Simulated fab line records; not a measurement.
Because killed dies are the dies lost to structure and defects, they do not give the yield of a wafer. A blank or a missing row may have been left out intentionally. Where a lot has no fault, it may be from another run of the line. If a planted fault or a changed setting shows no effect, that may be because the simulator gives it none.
fab line records ; flow n5-finfet
record: lots: 7; wafers: 39
route steps=1938 shown BEOL_M10@1470 BEOL_M11@1575 BEOL_M15@1773 PASSIVATION@1915
start-h: hours from the record's first day to the start of the lot's first wafer shown ; wait-h: time in hours since the lot's previous step ; " same as the row above ; L1.1+2: one row covering several wafers at once ; - no value present, or no start provided ; * or withheld: withheld ; < > ~ a bound
route shown NAME@n: a module of which the file shows steps, and the number in the route of the first ; usual: mean and standard deviation over wafers with no fault ; same: alike in all rows ; chamber/n: place in a boat ; sites: the reading at each site ; _std_site: their standard deviation ; _edge_site: mean of outer sites minus mean of inner sites ; radius-mm: for every site, how far away it sits from the centre of the wafer ; mask NAME#n: copy n ; behind: the last tool/chamber to shape the wafer ; hold: why the lot went on hold/how many hours it stayed there/how the hold came to an end ; device: whichever transistor did not switch (one of n, p or np) ; end of line: the same wafers' tests at the end of the route ; step lacking rows: just its recipe ; killed: dies lost to structure and defects at the first sort, not the wafer's yield ; map: a wafer's dies, x killed, . not, _ none there
set.NAME: setting as actually run; set.NAME@STEP: the setting as run at that earlier step ; model.NAME: the simulator's own value behind a step, which no gauge read
one table per step and one row per wafer, for lots whose settings were changed on purpose
== steps ==
step: N5_BEOL_M10_ILD_DEP_00
recipe: material: SiCOH_lowk; target-thk-a: 3085.1; temp-c: 300; precursor: DEMS/porogen; pressure-torr: 5; rf-w: 500; time-s: 58
lot.wafer;tool;chamber;start-h;wait-h;set.time-s;model.SiCOH_lowk_of_BEOL_M10_ILD_DEP_00.thk-nm
L074.1;pecvd-03;1;215.27;0.0;88.87;465.2
L074.2;pecvd-03;0;215.27;0.0;58;302.6
L074.3;pecvd-03;0;215.27;0.0;58;305
L074.4;pecvd-03;1;215.27;0.0;58;308.8
L074.5;pecvd-03;0;215.27;0.0;88.87;469
L074.6;pecvd-03;1;215.27;0.0;88.87;471.8
L081.1;pecvd-03;1;250.64;0.0;78.93;421.8
L081.2;pecvd-03;2;250.64;0.0;78.93;424
L081.3;pecvd-03;0;250.64;0.0;58;302.6
L081.4;pecvd-03;2;250.64;0.0;78.93;433.4
L081.5;pecvd-03;0;250.64;0.0;58;307.2
L081.6;pecvd-03;1;250.64;0.0;58;315.4
L083.1;pecvd-02;2;263.02;0.0;58;305.8
L083.4;pecvd-02;2;263.02;0.0;58;307.4
L083.5;pecvd-02;1;263.02;0.0;58;311.4
L084.1;pecvd-03;2;268.98;0.0;58;312
L084.2;pecvd-03;1;268.98;0.0;74.31;388.2
L084.3;pecvd-03;2;268.98;0.0;58;311.6
L084.4;pecvd-03;1;268.98;0.0;58;308
L084.5;pecvd-03;1;268.98;0.0;74.31;393.6
L084.6;pecvd-03;2;268.98;0.0;74.31;396.2
L085.1;pecvd-02;2;274.62;0.0;58;308.6
L085.2;pecvd-02;1;274.62;0.0;58;306
L085.3;pecvd-02;1;274.62;0.0;85.32;456
L085.4;pecvd-02;2;274.62;0.0;85.32;456.4
L085.5;pecvd-02;2;274.62;0.0;85.32;457.2
L085.6;pecvd-02;1;274.62;0.0;58;313.8
L088.1;pecvd-03;1;295.27;0.0;58;304.8
L088.2;pecvd-03;2;295.27;0.0;24.69;134.6
L088.3;pecvd-03;0;295.27;0.0;24.69;129.6
L088.4;pecvd-03;0;295.27;0.0;58;303.8
L088.5;pecvd-03;1;295.27;0.0;58;307.8
L088.6;pecvd-03;2;295.27;0.0;24.69;137.6
L091.1;pecvd-02;2;312.59;0.0;37;198.4
L091.2+5;pecvd-02;1,0;312.59;0.0;37;195.6
L091.3;pecvd-02;0;312.59;0.0;58;300.2
L091.4;pecvd-02;1;312.59;0.0;58;309
L091.6;pecvd-02;2;312.59;0.0;58;313.2
step: N5_BEOL_M10_CURE_71
recipe: temp-c: 385; time-s: 240; ambient: He/Ar; material: SiCOH_lowk
lot.wafer;tool;chamber;start-h;wait-h;set.time-s@BEOL_M10_ILD_DEP_00;model.SiCOH_lowk_of_BEOL_M10_ILD_DEP_00.thk-nm
L074.1;uv-cure-03;2;215.38;0.1;88.87;407.6
L074.2;uv-cure-03;2;215.38;0.1;58;262.8
L074.3;uv-cure-03;2;215.38;0.1;58;265
L074.4;uv-cure-03;2;215.38;0.1;58;268.2
L074.5;uv-cure-03;2;215.38;0.1;88.87;411.2
L074.6;uv-cure-03;2;215.38;0.1;88.87;413.6
L081.1;uv-cure-01;2;250.72;0.0;78.93;368.8
L081.2;uv-cure-01;2;250.72;0.0;78.93;370.8
L081.3;uv-cure-01;2;250.72;0.0;58;262.8
L081.4;uv-cure-01;2;250.72;0.0;78.93;379.2
L081.5;uv-cure-01;2;250.72;0.0;58;267
L081.6;uv-cure-01;2;250.72;0.0;58;274.2
L083.1;uv-cure-01;1;263.13;0.1;58;265.6
L083.4;uv-cure-01;1;263.13;0.1;58;267
L083.5;uv-cure-01;1;263.13;0.1;58;270.4
L084.1;uv-cure-03;2;269.09;0.1;58;271
L084.2;uv-cure-03;2;269.09;0.1;74.31;338.8
L084.3;uv-cure-03;2;269.09;0.1;58;270.8
L084.4;uv-cure-03;2;269.09;0.1;58;267.6
L084.5;uv-cure-03;2;269.09;0.1;74.31;343.6
L084.6;uv-cure-03;2;269.09;0.1;74.31;345.8
L085.1;uv-cure-02;0;274.89;0.2;58;268
L085.2;uv-cure-02;0;274.89;0.2;58;265.8
L085.3;uv-cure-02;0;274.89;0.2;85.32;399.4
L085.4;uv-cure-02;0;274.89;0.2;85.32;399.6
L085.5;uv-cure-02;0;274.89;0.2;85.32;400.4
L085.6;uv-cure-02;0;274.89;0.2;58;272.8
L088.1;uv-cure-03;2;295.67;0.4;58;264.8
L088.2;uv-cure-03;2;295.67;0.4;24.69;115.8
L088.3;uv-cure-03;2;295.67;0.4;24.69;111.4
L088.4;uv-cure-03;2;295.67;0.4;58;263.8
L088.5;uv-cure-03;2;295.67;0.4;58;267.4
L088.6;uv-cure-03;2;295.67;0.4;24.69;118.4
L091.1;uv-cure-02;2;312.67;0.0;37;171.4
L091.2+5;uv-cure-02;2;312.67;0.0;37;168.8
L091.3;uv-cure-02;2;312.67;0.0;58;260.8
L091.4;uv-cure-02;2;312.67;0.0;58;268.4
L091.6;uv-cure-02;2;312.67;0.0;58;272
step: N5_BEOL_M10_THK_MEAS_01
recipe: reads: SiCOH_lowk_of_BEOL_M10_ILD_DEP_00
usual: M10_ILD_THK: 268/4.2
lot.wafer;tool;chamber;start-h;wait-h;set.time-s@BEOL_M10_ILD_DEP_00;M10_ILD_THK[nm]
L074.1;film-metro-02;-;215.89;0.4;88.87;408
L074.2;film-metro-02;-;215.89;0.4;58;263
L074.3;film-metro-02;-;215.89;0.4;58;265
L074.4;film-metro-02;-;215.89;0.4;58;268
L074.5;film-metro-02;-;215.89;0.4;88.87;411
L074.6;film-metro-02;-;215.89;0.4;88.87;413
L081.1;film-metro-01;-;251.23;0.4;78.93;369
L081.2;film-metro-01;-;251.23;0.4;78.93;371
L081.3;film-metro-01;-;251.23;0.4;58;263
L081.4;film-metro-01;-;251.23;0.4;78.93;379
L081.5;film-metro-01;-;251.23;0.4;58;267
L081.6;film-metro-01;-;251.23;0.4;58;274
L083.1;film-metro-02;-;264.12;0.8;58;265
L083.4;film-metro-02;-;264.12;0.8;58;267
L083.5;film-metro-02;-;264.12;0.8;58;271
L084.1;film-metro-02;-;269.60;0.4;58;271
L084.2;film-metro-02;-;269.60;0.4;74.31;339
L084.3;film-metro-02;-;269.60;0.4;58;271
L084.4;film-metro-02;-;269.60;0.4;58;268
L084.5;film-metro-02;-;269.60;0.4;74.31;344
L084.6;film-metro-02;-;269.60;0.4;74.31;346
L085.1;film-metro-01;-;275.40;0.4;58;268
L085.2;film-metro-01;-;275.40;0.4;58;266
L085.3;film-metro-01;-;275.40;0.4;85.32;399
L085.4;film-metro-01;-;275.40;0.4;85.32;400
L085.5;film-metro-01;-;275.40;0.4;85.32;401
L085.6;film-metro-01;-;275.40;0.4;58;273
L088.1;film-metro-02;-;296.66;0.8;58;265
L088.2;film-metro-02;-;296.66;0.8;24.69;116
L088.3;film-metro-02;-;296.66;0.8;24.69;111
L088.4;film-metro-02;-;296.66;0.8;58;264
L088.5;film-metro-02;-;296.66;0.8;58;267
L088.6;film-metro-02;-;296.66;0.8;24.69;118
L091.1;film-metro-02;-;313.18;0.4;37;171
L091.2;film-metro-02;-;313.18;0.4;37;169
L091.3;film-metro-02;-;313.18;0.4;58;261
L091.4;film-metro-02;-;313.18;0.4;58;269
L091.5;film-metro-02;-;313.18;0.4;37;169
L091.6;film-metro-02;-;313.18;0.4;58;272
step: N5_BEOL_M11_VIA_ETCH_34
recipe: chemistry: C4F6/O2; target: SiCOH_lowk; target-depth-a: 1845; mask-material: SOC; taper-deg: 4; time-s: 69.2; ion-energy-ev: 250; pressure-mtorr: 30; source-w: 345; bias-w: 185; Ar_flow_sccm: 300; C4F6_flow_sccm: 10; O2_flow_sccm: 10
lot.wafer;tool;chamber;start-h;wait-h;set.target-depth-a;model.etch.depth-nm;model.SOC_of_BEOL_M11_COAT_63.thk-nm
L074.1;rie-diel-06;0;228.71;0.0;1845;186.7;91.8
L074.2;rie-diel-06;3;228.71;0.0;1845;179.3;92.2
L074.3;rie-diel-06;2;228.71;0.0;1845;183.5;92.2
L074.4;rie-diel-06;1;228.71;0.0;1845;187.2;92.2
L074.5;rie-diel-06;0;228.71;0.0;1845;186.7;92
L074.6;rie-diel-06;1;228.71;0.0;1845;186.8;91.6
L081.1;rie-diel-03;3;264.18;0.0;1845;185;91.6
L081.2;rie-diel-03;0;264.18;0.0;1845;192.9;91.4
L081.3;rie-diel-03;2;264.18;0.0;1845;192.2;91.2
L081.4;rie-diel-03;1;264.18;0.0;1845;184.1;91.8
L081.5;rie-diel-03;1;264.18;0.0;1845;185.1;92
L081.6;rie-diel-03;2;264.18;0.0;1845;190.9;91.4
L083.1;rie-diel-06;1;274.81;0.0;1845;186;91.4
L083.4;rie-diel-06;2;274.81;0.0;1845;185.2;91.6
L083.5;rie-diel-06;3;274.81;0.0;1845;190.3;91.4
L084.1;rie-diel-03;0;279.77;0.0;813.8;83.81;96.2
L084.2;rie-diel-03;2;279.77;0.0;1845;191.8;91.6
L084.3;rie-diel-03;3;279.77;0.0;1845;185.2;91.8
L084.4;rie-diel-03;1;279.77;0.0;1845;182.7;91.8
L084.5;rie-diel-03;0;279.77;0.0;813.8;83.66;96.4
L084.6;rie-diel-03;3;279.77;0.0;813.8;81.08;96.2
L085.1;rie-diel-06;0;287.67;0.0;1845;187;91.8
L085.2;rie-diel-06;1;287.67;0.0;1057;106.3;95.2
L085.3;rie-diel-06;2;287.67;0.0;1845;185.7;91.6
L085.4;rie-diel-06;3;287.67;0.0;1057;108.1;95.4
L085.5;rie-diel-06;0;287.67;0.0;1057;106.7;95.4
L085.6;rie-diel-06;1;287.67;0.0;1845;188.3;92.2
L088.1;rie-diel-04;1;309.27;0.0;1845;187.2;91.8
L088.2;rie-diel-04;0;309.27;0.0;2916;280.9;86.8
L088.3;rie-diel-04;3;309.27;0.0;2916;289.3;86.8
L088.4;rie-diel-04;2;309.27;0.0;1845;185.8;91.8
L088.5;rie-diel-04;3;309.27;0.0;2916;289.4;86.8
L088.6;rie-diel-04;2;309.27;0.0;1845;184.4;91.6
L091.1;rie-diel-06;3;325.33;0.0;2170;219.7;91.2
L091.2;rie-diel-06;0;325.33;0.0;1845;183.2;92.6
L091.3;rie-diel-06;2;325.33;0.0;2170;219.3;91
L091.4;rie-diel-06;1;325.33;0.0;1845;187.6;92.4
L091.5;rie-diel-06;1;325.33;0.0;1845;187.2;92.2
L091.6;rie-diel-06;0;325.33;0.0;2170;214.2;91.2
step: N5_BEOL_M15_ILD_DEP_00
recipe: material: SiO2; target-thk-a: 16293; temp-c: 400; precursor: TEOS/O2; pressure-torr: 6.5; rf-w: 900; teos-flow-sccm: 161.4; gas: O2; flow-sccm: 2650; time-s: 346.1
lot.wafer;tool;chamber;start-h;wait-h;set.time-s;model.SiO2_of_BEOL_M15_ILD_DEP_00.thk-nm
L074.1;pecvd-01;2;251.31;0.0;417;1925
L074.2;pecvd-01;1;251.31;0.0;346.1;1621
L074.3;pecvd-01;2;251.31;0.0;417;1963
L074.4;pecvd-01;1;251.31;0.0;346.1;1641
L074.5;pecvd-01;1;251.31;0.0;346.1;1644
L074.6;pecvd-01;2;251.31;0.0;417;1979
L081.1;pecvd-04;0;283.58;0.0;346.1;1667
L081.2;pecvd-04;1;283.58;0.0;346.1;1635
L081.3;pecvd-04;2;283.58;0.0;498.5;2340
L081.4;pecvd-04;1;283.58;0.0;498.5;2359
L081.5;pecvd-04;2;283.58;0.0;346.1;1670
L081.6;pecvd-04;0;283.58;0.0;498.5;2409
L083.1;pecvd-03;0;297.60;0.0;346.1;1603
L083.4;pecvd-03;1;297.60;0.0;346.1;1649
L083.5;pecvd-03;2;297.60;0.0;346.1;1659
L084.1;pecvd-03;2;301.18;0.0;346.1;1596
L084.2;pecvd-03;1;301.18;0.0;346.1;1610
L084.3;pecvd-03;0;301.18;0.0;433;2021
L084.4;pecvd-03;2;301.18;0.0;346.1;1650
L084.5;pecvd-03;0;301.18;0.0;433;2042
L084.6;pecvd-03;1;301.18;0.0;433;2050
L085.1;pecvd-01;0;311.17;0.0;182.2;819.6
L085.2;pecvd-01;2;311.17;0.0;346.1;1630
L085.3;pecvd-01;1;311.17;0.0;182.2;855
L085.4;pecvd-01;1;311.17;0.0;346.1;1626
L085.5;pecvd-01;2;311.17;0.0;182.2;886.4
L085.6;pecvd-01;0;311.17;0.0;346.1;1639
L088.1;pecvd-01;2;332.06;0.0;470.4;2187
L088.2;pecvd-01;0;332.06;0.0;470.4;2172
L088.3;pecvd-01;1;332.06;0.0;346.1;1603
L088.4;pecvd-01;2;332.06;0.0;470.4;2225
L088.5+6;pecvd-01;0,1;332.06;0.0;346.1;1612
L091.1;pecvd-03;2;342.62;0.0;346.1;1635
L091.2;pecvd-03;1;342.62;0.0;346.1;1624
L091.3;pecvd-03;0;342.62;0.0;346.1;1621
L091.4;pecvd-03;2;342.62;0.0;346.1;1682
L091.5;pecvd-03;0;342.62;0.0;346.1;1636
L091.6;pecvd-03;1;342.62;0.0;346.1;1650
step: N5_BEOL_M15_THK_MEAS_01
recipe: reads: SiO2_of_BEOL_M15_ILD_DEP_00
usual: M15_ILD_THK: 1635/24
lot.wafer;tool;chamber;start-h;wait-h;set.time-s@BEOL_M15_ILD_DEP_00;M15_ILD_THK[nm]
L074.1;film-metro-01;-;251.67;0.2;417;1926
L074.2;film-metro-01;-;251.67;0.2;346.1;1621
L074.3;film-metro-01;-;251.67;0.2;417;1964
L074.4;film-metro-01;-;251.67;0.2;346.1;1641
L074.5;film-metro-01;-;251.67;0.2;346.1;1643
L074.6;film-metro-01;-;251.67;0.2;417;1979
L081.1;film-metro-02;-;283.83;0.1;346.1;1667
L081.2;film-metro-02;-;283.83;0.1;346.1;1636
L081.3;film-metro-02;-;283.83;0.1;498.5;2339
L081.4;film-metro-02;-;283.83;0.1;498.5;2358
L081.5;film-metro-02;-;283.83;0.1;346.1;1670
L081.6;film-metro-02;-;283.83;0.1;498.5;2408
L083.1;film-metro-01;-;297.85;0.1;346.1;1602
L083.4;film-metro-01;-;297.85;0.1;346.1;1649
L083.5;film-metro-01;-;297.85;0.1;346.1;1658
L084.1;film-metro-02;-;301.43;0.1;346.1;1596
L084.2;film-metro-02;-;301.43;0.1;346.1;1610
L084.3;film-metro-02;-;301.43;0.1;433;2019
L084.4;film-metro-02;-;301.43;0.1;346.1;1650
L084.5;film-metro-02;-;301.43;0.1;433;2042
L084.6;film-metro-02;-;301.43;0.1;433;2052
L085.1;film-metro-02;-;311.42;0.1;182.2;819
L085.2;film-metro-02;-;311.42;0.1;346.1;1629
L085.3;film-metro-02;-;311.42;0.1;182.2;855
L085.4;film-metro-02;-;311.42;0.1;346.1;1626
L085.5;film-metro-02;-;311.42;0.1;182.2;887
L085.6;film-metro-02;-;311.42;0.1;346.1;1638
L088.1;film-metro-02;-;332.31;0.1;470.4;2188
L088.2;film-metro-02;-;332.31;0.1;470.4;2171
L088.3;film-metro-02;-;332.31;0.1;346.1;1605
L088.4;film-metro-02;-;332.31;0.1;470.4;2225
L088.5;film-metro-02;-;332.31;0.1;346.1;1613
L088.6;film-metro-02;-;332.31;0.1;346.1;1611
L091.1;film-metro-02;-;342.87;0.1;346.1;1634
L091.2;film-metro-02;-;342.87;0.1;346.1;1623
L091.3;film-metro-02;-;342.87;0.1;346.1;1621
L091.4;film-metro-02;-;342.87;0.1;346.1;1683
L091.5;film-metro-02;-;342.87;0.1;346.1;1636
L091.6;film-metro-02;-;342.87;0.1;346.1;1649
step: N5_BEOL_M15_COAT_58
recipe: resist: BARC; temp-c: 205; time-s: 60; spin-rpm: 1500; resist-thk-nm: 89
step: N5_BEOL_M15_COAT_04
recipe: spin-rpm: 1704; resist-thk-nm: 800
step: N5_BEOL_M15_DESCUM_15
recipe: chemistry: O2; time-s: 7.9; source-power-w: 50; bias-power-w: 20; pressure-mtorr: 20; rf-frequency-hz: 2.712e+07; temp-c: 40; o2-flow-sccm: 225
step: N5_BEOL_M15_ETCH_59
recipe: chemistry: N2/H2; target: BARC; target-depth-a: 890; overetch-a: 267; time-s: 67.9; ion-energy-ev: 200; pressure-mtorr: 30; source-w: 840; bias-w: 150; n2-flow-sccm: 200; h2-flow-sccm: 200
step: N5_BEOL_M15_VIA_ETCH_16
recipe: chemistry: C4F8/O2/Ar; target: SiO2; he-inner-torr: 15; he-outer-torr: 30; target-depth-a: 17922; time-s: withheld; ion-energy-ev: 800; pressure-mtorr: 20; source-w: 1905; bias-w: 2040; Ar_flow_sccm: 400; C4F8_flow_sccm: 16; O2_flow_sccm: 12; ends: cleared
lot.wafer;tool;chamber;start-h;wait-h;set.time-s@BEOL_M15_ILD_DEP_00;model.etch.depth-nm;model.coat_of_BEOL_M15_COAT_04.thk-nm
L074.1;rie-diel-04;3;252.42;0.0;*;1925;258.8
L074.2;rie-diel-04;1;252.42;0.0;*;1621;339.8
L074.3;rie-diel-04;0;252.42;0.0;*;1963;253.6
L074.4;rie-diel-04;2;252.42;0.0;*;1641;339
L074.5;rie-diel-04;2;252.42;0.0;*;1644;337
L074.6;rie-diel-04;1;252.42;0.0;*;1979;253.6
L081.1;rie-diel-03;2;284.48;0.0;*;1667;325.6
L081.2;rie-diel-03;3;284.48;0.0;*;1635;342
L081.3;rie-diel-03;1;284.48;0.0;*;2340;170.4
L081.4;rie-diel-03;0;284.48;0.0;*;2359;174.4
L081.5;rie-diel-03;1;284.48;0.0;*;1670;329.2
L081.6;rie-diel-03;0;284.48;0.0;*;2409;161
L083.1;rie-diel-06;1;298.55;0.0;*;1603;336.8
L083.4;rie-diel-06;3;298.55;0.0;*;1649;339.8
L083.5;rie-diel-06;0;298.55;0.0;*;1659;325.6
L084.1;rie-diel-03;0;302.56;0.0;*;1596;347.6
L084.2;rie-diel-03;2;302.56;0.0;*;1610;335.6
L084.3;rie-diel-03;1;302.56;0.0;*;2021;244.2
L084.4;rie-diel-03;3;302.56;0.0;*;1650;332.2
L084.5;rie-diel-03;1;302.56;0.0;*;2042;237
L084.6;rie-diel-03;2;302.56;0.0;*;2050;233.4
L085.1;rie-diel-04;2;312.03;0.0;*;819.6;533.4
L085.2;rie-diel-04;1;312.03;0.0;*;1630;340.6
L085.3;rie-diel-04;3;312.03;0.0;*;854.9;519.4
L085.4;rie-diel-04;0;312.03;0.0;*;1626;339.6
L085.5;rie-diel-04;0;312.03;0.0;*;886.5;515.4
L085.6;rie-diel-04;1;312.03;0.0;*;1639;338.2
L088.1;rie-diel-06;3;332.79;0.0;*;2187;220.2
L088.2;rie-diel-06;2;332.79;0.0;*;2172;211.2
L088.3;rie-diel-06;0;332.79;0.0;*;1603;339.6
L088.4;rie-diel-06;1;332.79;0.0;*;2225;194
L088.5;rie-diel-06;0;332.79;0.0;*;1612;340.4
L088.6;rie-diel-06;3;332.79;0.0;*;1612;350.2
L091.1;rie-diel-06;3;343.40;0.0;*;1635;345.2
L091.2;rie-diel-06;2;343.40;0.0;*;1624;339.8
L091.3;rie-diel-06;0;343.40;0.0;*;1621;336.2
L091.4;rie-diel-06;1;343.40;0.0;*;1682;320.2
L091.5;rie-diel-06;3;343.40;0.0;*;1636;346.6
L091.6;rie-diel-06;2;343.40;0.0;*;1650;335.4
step: N5_PASSIVATION_PECVD_53
recipe: material: SiO2; target-thk-a: 8000; temp-c: 400; precursor: TEOS/O2; pressure-torr: 6.5; rf-w: withheld; teos-flow-sccm: withheld; gas: O2; flow-sccm: 2650; time-s: 169.4
lot.wafer;tool;chamber;start-h;wait-h;set.time-s;model.SiO2_of_PASSIVATION_PECVD_53.thk-nm
L074.1+2;pecvd-01;1,0;264.93;0.0;169.4;784.2
L074.3;pecvd-01;1;264.93;0.0;169.4;796.6
L074.4;pecvd-01;0;264.93;0.0;169.4;798.2
L074.5;pecvd-01;0;264.93;0.0;169.4;803
L074.6;pecvd-01;1;264.93;0.0;169.4;791.4
L081.1;pecvd-01;2;302.47;0.0;80.36;407.8
L081.2;pecvd-01;1;302.47;0.0;169.4;810.6
L081.3;pecvd-01;0;302.47;0.0;80.36;396
L081.4;pecvd-01;1;302.47;0.0;80.36;393.8
L081.5;pecvd-01;0;302.47;0.0;169.4;824.6
L081.6;pecvd-01;2;302.47;0.0;169.4;836.4
L083.1;pecvd-03;2;318.70;0.0;169.4;802.6
L083.4;pecvd-03;1;318.70;0.0;169.4;797.8
L083.5;pecvd-03;2;318.70;0.0;169.4;812
L084.1;pecvd-01;1;319.88;0.0;169.4;790.6
L084.2;pecvd-01;2;319.88;0.0;169.4;807.4
L084.3;pecvd-01;0;319.88;0.0;169.4;796.6
L084.4;pecvd-01;0;319.88;0.0;169.4;805.4
L084.5;pecvd-01;1;319.88;0.0;169.4;803.4
L084.6;pecvd-01;2;319.88;0.0;169.4;826.2
L085.1;pecvd-01;0;331.62;0.0;169.4;799.2
L085.2;pecvd-01;1;331.62;0.0;262.7;1212
L085.3;pecvd-01;2;331.62;0.0;262.7;1246
L085.4;pecvd-01;2;331.62;0.0;262.7;1259
L085.5;pecvd-01;0;331.62;0.0;169.4;802.2
L085.6;pecvd-01;1;331.62;0.0;169.4;803
L088.1;pecvd-01;0;347.48;0.0;169.4;786.2
L088.2;pecvd-01;1;347.48;0.0;169.4;779.8
L088.3;pecvd-01;1;347.48;0.0;211.1;991.8
L088.4;pecvd-01;0;347.48;0.0;211.1;998.8
L088.5;pecvd-01;0;347.48;0.0;211.1;1001
L088.6;pecvd-01;1;347.48;0.0;169.4;790.4
L091.1;pecvd-03;0;358.71;0.0;169.4;784.4
L091.2;pecvd-03;2;358.71;0.0;99.88;478.6
L091.3;pecvd-03;1;358.71;0.0;169.4;804
L091.4;pecvd-03;0;358.71;0.0;169.4;802.2
L091.5;pecvd-03;2;358.71;0.0;99.88;487.8
L091.6;pecvd-03;1;358.71;0.0;99.88;466.6
== key ==
split: step: N5_BEOL_M10_ILD_DEP_00; setting: time-s; stated: 58; by: wafer
response: step: N5_BEOL_M10_ILD_DEP_00; reading: model.SiCOH_lowk_of_BEOL_M10_ILD_DEP_00.thk-nm; change: +3.07; per: 1%; r: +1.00
response: step: N5_BEOL_M10_CURE_71; reading: model.SiCOH_lowk_of_BEOL_M10_ILD_DEP_00.thk-nm; change: +2.71; per: 1%; r: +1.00
response: step: N5_BEOL_M10_THK_MEAS_01; reading: M10_ILD_THK; change: +2.71; per: 1%; r: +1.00
split: step: N5_BEOL_M11_VIA_ETCH_34; setting: target-depth-a; stated: 1845; by: wafer
response: step: N5_BEOL_M11_VIA_ETCH_34; reading: model.etch.depth-nm; change: +1.81; per: 1%; r: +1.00
response: step: N5_BEOL_M11_VIA_ETCH_34; reading: model.SOC_of_BEOL_M11_COAT_63.thk-nm; change: -0.0823; per: 1%; r: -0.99
split: step: N5_BEOL_M15_ILD_DEP_00; setting: time-s; stated: 346.1; by: wafer
response: step: N5_BEOL_M15_ILD_DEP_00; reading: model.SiO2_of_BEOL_M15_ILD_DEP_00.thk-nm; change: +16.3; per: 1%; r: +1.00
response: step: N5_BEOL_M15_THK_MEAS_01; reading: M15_ILD_THK; change: +16.3; per: 1%; r: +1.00
response: step: N5_BEOL_M15_VIA_ETCH_16; reading: model.etch.depth-nm; change: +16.3; per: 1%; r: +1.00
response: step: N5_BEOL_M15_VIA_ETCH_16; reading: model.coat_of_BEOL_M15_COAT_04.thk-nm; change: -3.83; per: 1%; r: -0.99
split: step: N5_PASSIVATION_PECVD_53; setting: time-s; stated: 169.4; by: wafer
response: step: N5_PASSIVATION_PECVD_53; reading: model.SiO2_of_PASSIVATION_PECVD_53.thk-nm; change: +8; per: 1%; r: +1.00
